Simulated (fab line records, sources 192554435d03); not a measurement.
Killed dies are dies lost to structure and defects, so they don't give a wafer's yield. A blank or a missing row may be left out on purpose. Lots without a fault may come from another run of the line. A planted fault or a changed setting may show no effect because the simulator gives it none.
Which tool did it? | flow n5_finfet | 23 lots, 69 wafers sampled, at 2 steps of a route of 1938

WHAT THE GAUGES READ, wafer by wafer
N5_MIM_BOT_LITHO_INSPECT_12: inspects for defects (macro). Usual: raw_defect_count 2.2, standard deviation 1.3.
lot  | measured     | on                | raw_defect_count | flag
L075 | day 12 10:02 | defect_inspect-01 | 3 6 3            |
L077 | day 12 19:14 | defect_inspect-02 | 2 2 2            |
L076 | day 13 17:24 | defect_inspect-02 | 2 1 3            |
L078 | day 13 21:26 | defect_inspect-02 | 2 0 3            |
L080 | day 13 23:10 | defect_inspect-02 | 4 4 1            |
L079 | day 14 01:09 | defect_inspect-02 | 3 2 3            |
L081 | day 14 10:48 | defect_inspect-02 | 2 1 4            |
L082 | day 15 01:46 | defect_inspect-01 | 2 2 2            |
L083 | day 15 09:09 | defect_inspect-02 | 4 1 3            |
L085 | day 15 16:30 | defect_inspect-02 | 0 2 2            |
L084 | day 16 03:08 | defect_inspect-02 | 2 1 3            |
L087 | day 16 10:02 | defect_inspect-01 | 0 5 3            |
L092 | day 16 15:10 | defect_inspect-01 | 2 3 1            |
L086 | day 16 15:07 | defect_inspect-01 | 4 1 1            |
L089 | day 17 00:11 | defect_inspect-01 | 1 1 1            |
L088 | day 17 07:10 | defect_inspect-01 | 0 1 3            |
L090 | day 17 09:42 | defect_inspect-01 | 0 3 1            |
L091 | day 17 13:54 | defect_inspect-02 | 0 1 4            |
L094 | day 17 20:50 | defect_inspect-02 | 1 3 1            |
L093 | day 17 20:59 | defect_inspect-02 | 3 2 3            |
L096 | day 17 21:11 | defect_inspect-02 | 0 1 2            |
L097 | day 18 10:38 | defect_inspect-02 | 2 4 3            |
L095 | day 19 10:34 | defect_inspect-01 | 6 3 0            |

WHICH TOOL RAN EACH LOT (tool, then ch and the chambers of the sampled wafers, then the start)
lot  | N5_MIM_TOP_LITHO_DESCUM_10
L075 | rie_diel-04 ch 1,2,3, day 12 09:12
L077 | rie_diel-05 ch 1,2,3, day 12 18:32
L076 | rie_diel-05 ch 0,3, day 13 16:42
L078 | rie_diel-04 ch 0,1,3, day 13 20:29
L080 | rie_diel-01 ch 0,1,3, day 13 22:23
L079 | rie_diel-05 ch 0,1,3, day 14 00:15
L081 | rie_diel-05 ch 0,2,3, day 14 10:06
L082 | rie_diel-05 ch 0,3, day 15 00:45
L083 | rie_diel-01 ch 0,3, day 15 08:20
L085 | rie_diel-05 ch 0,1, day 15 15:41
L084 | rie_diel-01 ch 0,2,3, day 16 02:26
L087 | rie_diel-04 ch 0,1, day 16 09:18
L092 | rie_diel-04 ch 0,2,3, day 16 14:21
L086 | rie_diel-05 ch 0,1,2, day 16 14:23
L089 | rie_diel-01 ch 0,1,3, day 16 22:58
L088 | rie_diel-05 ch 1,2,3, day 17 06:11
L090 | rie_diel-04 ch 0,2,3, day 17 08:52
L091 | rie_diel-01 ch 0,1,3, day 17 12:56
L094 | rie_diel-01 ch 2,3, day 17 20:00
L093 | rie_diel-05 ch 1,3, day 17 20:09
L096 | rie_diel-04 ch 1,3, day 17 20:14
L097 | rie_diel-04 ch 1,2,3, day 18 09:50
L095 | rie_diel-01 ch 0,1, day 19 09:52
- N5_MIM_TOP_LITHO_DESCUM_10: chemistry O2, time 7.9 s.

WHAT THE TOOLS THEMSELVES READ (means of the sampled wafers that have a number; where no wafer has one, the mark that the record gives instead)
N5_MIM_TOP_LITHO_DESCUM_10. Usual: chamber_pressure_mTorr 19.999 mTorr, standard deviation 0.019; drypump_motor_current_A 5.7 A, standard deviation 0.51; o2_flow_sccm 225.0 sccm, standard deviation 0.65; oes_product_au 0.81 a.u., standard deviation 0.096; rf_vpp_V 243.1 V, standard deviation 1.5; showerhead_plenum_p_Torr 2.09 Torr, standard deviation 0.083; throttle_valve_pct 20.46 %, standard deviation 0.22.
lot  | tool        | chamber_pressure_mTorr (mTorr) | drypump_motor_current_A (A) | o2_flow_sccm (sccm) | oes_product_au (a.u.) | rf_vpp_V (V) | showerhead_plenum_p_Torr (Torr) | throttle_valve_pct (%) | flag
L075 | rie_diel-04 | 19.991                         | 6.1                         | 225.2               | 0.85                  | 243.0        | 2.12                            | 20.34                  |
L077 | rie_diel-05 | 20.003                         | 5.6                         | 225.5               | 0.74                  | 243.3        | 2.09                            | 20.73                  |
L076 | rie_diel-05 | 20.002                         | 5.4                         | 225.0               | 0.79                  | 242.6        | 2.04                            | 20.74                  |
L078 | rie_diel-04 | 20.009                         | 6.1                         | 225.5               | 0.77                  | 242.6        | 2.07                            | 20.34                  |
L080 | rie_diel-01 | 19.964                         | 5.5                         | 224.2               | 0.77                  | 242.0        | 2.05                            | 20.45                  |
L079 | rie_diel-05 | 20.006                         | 5.2                         | 225.2               | 0.83                  | 243.0        | 2.08                            | 20.63                  |
L081 | rie_diel-05 | 19.997                         | 5.5                         | 225.5               | 0.78                  | 242.4        | 2.09                            | 20.70                  |
L082 | rie_diel-05 | 19.971                         | 5.1                         | 225.0               | 0.87                  | 243.0        | 2.08                            | 20.59                  |
L083 | rie_diel-01 | 19.993                         | 5.2                         | 224.3               | 0.82                  | 243.6        | 2.09                            | 20.31                  |
L085 | rie_diel-05 | 20.011                         | 4.9                         | 225.0               | 0.89                  | 243.7        | 2.12                            | 20.47                  |
L084 | rie_diel-01 | 19.998                         | 5.6                         | 224.6               | 0.83                  | 242.7        | 2.05                            | 20.40                  |
L087 | rie_diel-04 | 20.002                         | 5.8                         | 225.1               | 0.73                  | 242.0        | 1.99                            | 20.35                  |
L092 | rie_diel-04 | 19.995                         | 6.2                         | 225.2               | 0.80                  | 244.6        | 2.10                            | 20.34                  |
L086 | rie_diel-05 | 19.980                         | 5.3                         | 224.9               | 0.89                  | 243.8        | 2.13                            | 20.47                  |
L089 | rie_diel-01 | 20.010                         | 5.5                         | 225.2               | 0.84                  | 243.9        | 2.13                            | 20.35                  |
L088 | rie_diel-05 | 20.011                         | 5.6                         | 225.4               | 0.89                  | 244.2        | 2.16                            | 20.51                  |
L090 | rie_diel-04 | 19.987                         | 6.2                         | 225.4               | 0.79                  | 243.1        | 2.10                            | 20.34                  |
L091 | rie_diel-01 | 20.011                         | 5.5                         | 224.9               | 0.83                  | 243.6        | 2.13                            | 20.36                  |
L094 | rie_diel-01 | 20.002                         | 5.7                         | 224.6               | 0.87                  | 243.1        | 2.06                            | 20.28                  |
L093 | rie_diel-05 | 20.002                         | 5.4                         | 224.6               | 0.90                  | 244.7        | 2.19                            | 20.58                  |
L096 | rie_diel-04 | 20.003                         | 6.0                         | 225.0               | 0.75                  | 242.4        | 2.06                            | 20.44                  |
L097 | rie_diel-04 | 19.982                         | 6.1                         | 224.7               | 0.79                  | 243.3        | 2.10                            | 20.41                  |
L095 | rie_diel-01 | 19.983                         | 5.8                         | 224.7               | 0.85                  | 243.9        | 2.16                            | 20.40                  |

THE ANSWER, worked out from the rows above alone
Rule: a lot is off if the mean of its wafers that have a number lies more than 3 standard deviations from the usual mean. A lot without any number at a reading at which 4 lots or more have one is off too. The other lots that the step has rows for count as sound. The gauges are gone through in route order, then the tools' own readings, and for those a lot's mean is taken as printed above. The first step at which some lot is off is used, and at that step the reading that is off furthest; a lot without a number counts as furthest.
No lot is off at any reading shown: from this, nothing can be told.

WHAT THE SIMULATOR HAD PUT IN
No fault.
